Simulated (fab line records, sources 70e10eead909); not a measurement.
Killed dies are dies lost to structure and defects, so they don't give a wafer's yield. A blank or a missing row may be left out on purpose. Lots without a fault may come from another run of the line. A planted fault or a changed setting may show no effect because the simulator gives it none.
fab line records | flow nand_harc | part 2 of 2: steps 23 to 28 of 28
record lots=5 wafers=15 last_day=23
route steps=1159 shown A_STAIRCASE@596
lots that met no fault: from a run of the same line without faults
start_h: hours from the record's first day to the start of the lot's first wafer shown | wait_h: hours since the lot's step before | " the same as in the row above | L1.1+2: a row that stands for several wafers | - no value, or no start given | * or withheld: withheld | < > ~ a bound
route shown NAME@n: a module of which the file shows steps, and the number in the route of the first | usual: mean/standard deviation of fault-free wafers | same: alike in all rows | chamber/n: place in a boat | sites: the reading at each site | _std_site: their standard deviation | _edge_site: outer sites' mean less inner sites' | radius_mm: how far each site lies from the wafer's centre | mask NAME#n: copy n | behind: the tool/chamber that last shaped the wafer | hold: why the lot was held/for how many hours/how that ended | device: the transistor (n, p or np) that didn't switch | end of line: the same wafers' tests at the end of the route | a step without rows: its recipe alone | killed: dies lost to structure and defects at the first sort, not the wafer's yield | map: a wafer's dies, x killed, . not, _ none there
set.NAME: the setting as run; set.NAME@STEP: as run at that earlier step | model.NAME: the simulator's own value behind a step, which no gauge read
lots at some steps of the route; a table a step, a row a wafer
services: from which hour (start_h, from the record's first day; less than 0 if before it) a tool's chamber was out of use, for how many hours, and why
## steps
# step NHARC_A_STAIRCASE_TRIM_226
# recipe time_s=211.2 o2_flow_sccm=500 ar_flow_sccm=0 bias_w=0 chemistry=O2
# usual drypump_motor_current_A=5.7/0.4 mfc_ar_sccm=0.006/0.011 oes_product_au=1.004/0.012 rf_vpp_V=57.9/0.94 showerhead_plenum_p_Torr=3.56/0.12 throttle_valve_pct=17.037/0.0098
# columns lot.wafer tool chamber start_h wait_h drypump_motor_current_A mfc_ar_sccm oes_product_au rf_hours_counter_h rf_vpp_V showerhead_plenum_p_Torr throttle_valve_pct
L088.3 rie_diel-13 0 - - 6.7 0 1.018 17 57.7 3.77 17.034
L088.5 " 3 " " 5.5 0 1.010 - 58.6 3.44 17.029
L088.6 " 0 " " 6.7 0 1.015 - 57.6 3.77 17.025
L089.4 rie_diel-11 0 - - 5.4 0 1.026 51 58.9 3.70 17.031
L089.1 " 1 " " 5.8 0 1.004 51 57.0 3.44 17.041
L089.6 " 2 " " 5.6 0.004 1.022 - 57.2 3.40 17.034
L093.1 rie_diel-13 2 - - 5.3 0.000 1.019 29 57.4 3.55 17.052
L093.6 " 3 " " 5.5 0 0.996 - 57.5 3.43 17.038
L093.5 " 0 " " 6.7 0 1.011 - 57.0 3.76 17.050
L096.1 rie_diel-01 1 - - 5.9 0.024 1.017 18 57.9 3.32 17.035
L096.2 " 2 " " 5.8 0.035 0.989 16 59.0 3.69 17.020
L096.5 " 3 " " 6.1 0 0.978 - 58.8 3.57 17.057
L097.1 rie_diel-01 3 - - 6.0 0 0.985 25 58.1 3.57 17.043
L097.3 " 0 " " 5.4 0.018 0.991 24 57.2 3.57 17.020
L097.6 " 3 " " 6.0 0 0.983 - 58.0 3.57 17.019
# step NHARC_A_STAIRCASE_ETCH_227
# recipe target_depth_a=1000 time_s=40.5 ion_energy_ev=400 c4f8_flow_sccm=20 o2_flow_sccm=10 ar_flow_sccm=withheld rf_w=600 bias_w=1000 chemistry=C4F8/O2
# usual oes_product_au=0.943/0.013 rf_vpp_V=898/4.5
# columns lot.wafer tool chamber start_h wait_h oes_product_au rf_hours_counter_h rf_vpp_V
L088.3 rie_diel-13 2 - - 0.963 18 898
L088.6 " 2 " " 0.958 - 896
L088.5 " 3 " " 0.930 - 893
L089.1 rie_diel-11 3 - - 0.929 52 901
L089.4 " 0 " " 0.964 51 901
L089.6 " 3 " " 0.927 - 900
L093.1 rie_diel-13 2 - - 0.954 29 896
L093.5 " 2 " " 0.954 - 898
L093.6 " 3 " " 0.932 - 893
L096.2 rie_diel-01 3 - - 0.919 19 897
L096.1 " 2 " " 0.937 16 901
L096.5 " 0 " " 0.922 - 897
L097.3 rie_diel-01 3 - - 0.918 25 896
L097.1 " 2 " " 0.925 21 901
L097.6 " 0 " " 0.929 - 898
# step NHARC_A_STAIRCASE_TRIM_229
# recipe time_s=211.2 o2_flow_sccm=500 ar_flow_sccm=0 bias_w=0 chemistry=O2
# usual drypump_motor_current_A=5.7/0.42 mfc_ar_sccm=0.007/0.011 oes_product_au=1.003/0.013 rf_vpp_V=57.8/0.88 showerhead_plenum_p_Torr=3.56/0.13 throttle_valve_pct=17.037/0.009
# columns lot.wafer tool chamber start_h wait_h drypump_motor_current_A mfc_ar_sccm oes_product_au rf_hours_counter_h rf_vpp_V showerhead_plenum_p_Torr throttle_valve_pct
L088.3 rie_diel-13 2 330.45 0.1 5.2 0.000 1.028 18 56.6 3.56 17.031
L088.5 " 3 " " 5.5 0 1.001 - 57.9 3.44 17.029
L088.6 " 0 " " 6.7 0 1.032 - 58.0 3.77 17.033
L089.4 rie_diel-11 3 336.83 0.1 5.8 0.020 0.983 52 58.9 3.65 17.035
L089.1 " 1 " " 5.8 0 1.001 51 58.0 3.44 17.045
L089.6 " 3 " " 5.8 0.020 0.988 - 58.7 3.65 17.034
L093.1 rie_diel-13 3 359.39 0.2 5.5 0 0.997 28 58.3 3.43 17.042
L093.6 " 3 " " 5.5 0 1.009 - 56.9 3.43 17.046
L093.5 " 0 " " 6.7 0 1.024 - 58.5 3.76 17.027
L096.2 rie_diel-13 2 371.53 0.2 5.2 0.000 1.028 33 56.6 3.55 17.028
L096.1 " 3 " " 5.5 0 0.997 33 58.1 3.43 17.043
L096.5 " 1 " " 5.5 0 1.009 - 57.7 3.57 17.039
L097.1 rie_diel-13 2 380.52 0.1 5.2 0.000 1.016 38 57.6 3.55 17.019
L097.3 " 3 " " 5.5 0 0.990 39 56.6 3.43 17.039
L097.6 " 3 " " 5.5 0 0.978 - 56.8 3.43 17.020
# step NHARC_A_STAIRCASE_ETCH_230
# recipe target_depth_a=1000 time_s=40.5 ion_energy_ev=400 c4f8_flow_sccm=20 o2_flow_sccm=10 ar_flow_sccm=withheld rf_w=600 bias_w=1000 chemistry=C4F8/O2
# usual oes_product_au=0.951/0.016 rf_vpp_V=897/4.5
# columns lot.wafer tool chamber start_h wait_h oes_product_au rf_hours_counter_h rf_vpp_V
L088.3 rie_diel-13 0 - - 0.965 17 904
L088.5 " 2 " " 0.972 - 897
L088.6 " 3 " " 0.931 - 891
L089.4 rie_diel-11 1 - - 0.943 51 891
L089.1 " 2 " " 0.926 54 891
L089.6 " 0 " " 0.953 - 902
L093.1 rie_diel-13 1 - - 0.953 29 898
L093.5 " 2 " " 0.947 - 896
L093.6 " 3 " " 0.923 - 893
L096.1 rie_diel-13 0 - - 0.960 32 903
L096.2 " 1 " " 0.948 33 898
L096.5 " 3 " " 0.932 - 893
L097.1 rie_diel-13 3 - - 0.938 39 893
L097.3 " 2 " " 0.971 39 897
L097.6 " 3 " " 0.933 - 892
# step NHARC_A_STAIRCASE_TRIM_231
# recipe time_s=211.2 o2_flow_sccm=500 ar_flow_sccm=0 bias_w=0 chemistry=O2
# usual drypump_motor_current_A=5.7/0.41 mfc_ar_sccm=0.007/0.011 oes_product_au=1.005/0.012 rf_vpp_V=57.9/0.94 showerhead_plenum_p_Torr=3.57/0.13 throttle_valve_pct=17.036/0.0093
# columns lot.wafer tool chamber start_h wait_h drypump_motor_current_A mfc_ar_sccm oes_product_au rf_hours_counter_h rf_vpp_V showerhead_plenum_p_Torr throttle_valve_pct
L088.3 rie_diel-13 3 - - 5.5 0 0.995 17 57.6 3.44 17.035
L088.6 " 1 " " 5.5 0 1.019 - 57.6 3.58 17.030
L088.5 " 2 " " 5.2 0.000 1.017 - 57.5 3.56 17.022
L089.1 rie_diel-11 1 - - 5.8 0 1.004 51 55.7 3.44 17.018
L089.4 " 3 " " 5.8 0.020 0.992 52 56.8 3.65 17.040
L089.6 " 1 " " 5.8 0 0.998 - 56.3 3.44 17.029
L093.1 rie_diel-13 0 - - 6.7 0 1.023 28 58.7 3.76 17.043
L093.5 " 1 " " 5.5 0 1.012 - 59.0 3.57 17.031
L093.6 " 2 " " 5.2 0.000 1.005 - 58.4 3.55 17.039
L096.2 rie_diel-13 3 - - 5.5 0 0.988 33 56.2 3.43 17.049
L096.1 " 2 " " 5.2 0.000 1.014 34 56.4 3.55 17.030
L096.5 " 3 " " 5.5 0 1.001 - 57.2 3.43 17.012
L097.3 rie_diel-13 2 - - 5.2 0.000 1.026 39 57.2 3.55 17.041
L097.1 " 3 " " 5.5 0 0.994 39 57.3 3.42 17.034
L097.6 " 2 " " 5.2 0.000 1.018 - 58.3 3.55 17.034
# step NHARC_A_STAIRCASE_ETCH_232
# recipe target_depth_a=1000 time_s=40.5 ion_energy_ev=400 c4f8_flow_sccm=20 o2_flow_sccm=10 ar_flow_sccm=withheld rf_w=600 bias_w=1000 chemistry=C4F8/O2
# usual oes_product_au=0.948/0.013 rf_vpp_V=898/4.4
# columns lot.wafer tool chamber start_h wait_h oes_product_au rf_hours_counter_h rf_vpp_V
L088.3 rie_diel-13 1 - - 0.951 18 898
L088.6 " 2 " " 0.963 - 896
L088.5 " 3 " " 0.954 - 893
L089.4 rie_diel-11 0 - - 0.957 51 903
L089.1 " 1 " " 0.932 51 893
L089.6 " 3 " " 0.927 - 899
L093.1 rie_diel-13 0 - - 0.950 28 904
L093.6 " 3 " " 0.928 - 893
L093.5 " 0 " " 0.949 - 904
L096.1 rie_diel-13 1 - - 0.940 34 898
L096.2 " 2 " " 0.960 34 898
L096.5 " 2 " " 0.953 - 897
L097.3 rie_diel-13 0 - - 0.992 38 904
L097.1 " 1 " " 0.956 38 898
L097.6 " 0 " " 0.975 - 904
## services
# columns tool chamber start_h hours kind
rie_diel-13 0 309.77 - clean
rie_diel-13 1 309.77 - clean
rie_diel-13 2 309.77 - clean
rie_diel-13 3 309.77 - clean
rie_diel-01 - 314.88 9.0 pm
rie_diel-01 0 314.88 9.0 vent_cycle
rie_diel-01 1 314.88 9.0 vent_cycle
krf_scanner-04 - 320.87 4.0 pm
rie_diel-13 0 334.27 - clean
rie_diel-13 1 334.27 - clean
rie_diel-13 2 334.27 - clean
rie_diel-13 3 334.27 - clean
krf_scanner-03 - 340.00 4.0 pm
wet_bench-02 - 356.00 8.0 pm
rie_diel-13 0 358.82 - clean
rie_diel-13 1 358.82 - clean
rie_diel-13 2 358.82 - clean
rie_diel-13 3 358.82 - clean
wet_bench-05 - 359.01 4.0 repair
plasma_asher-02 - 360.11 9.0 pm
rie_diel-01 2 362.64 2.9 repair
litho_track-07 - 364.00 7.0 pm
rie_diel-11 - 366.50 9.0 pm
wet_bench-05 - 372.90 8.0 pm
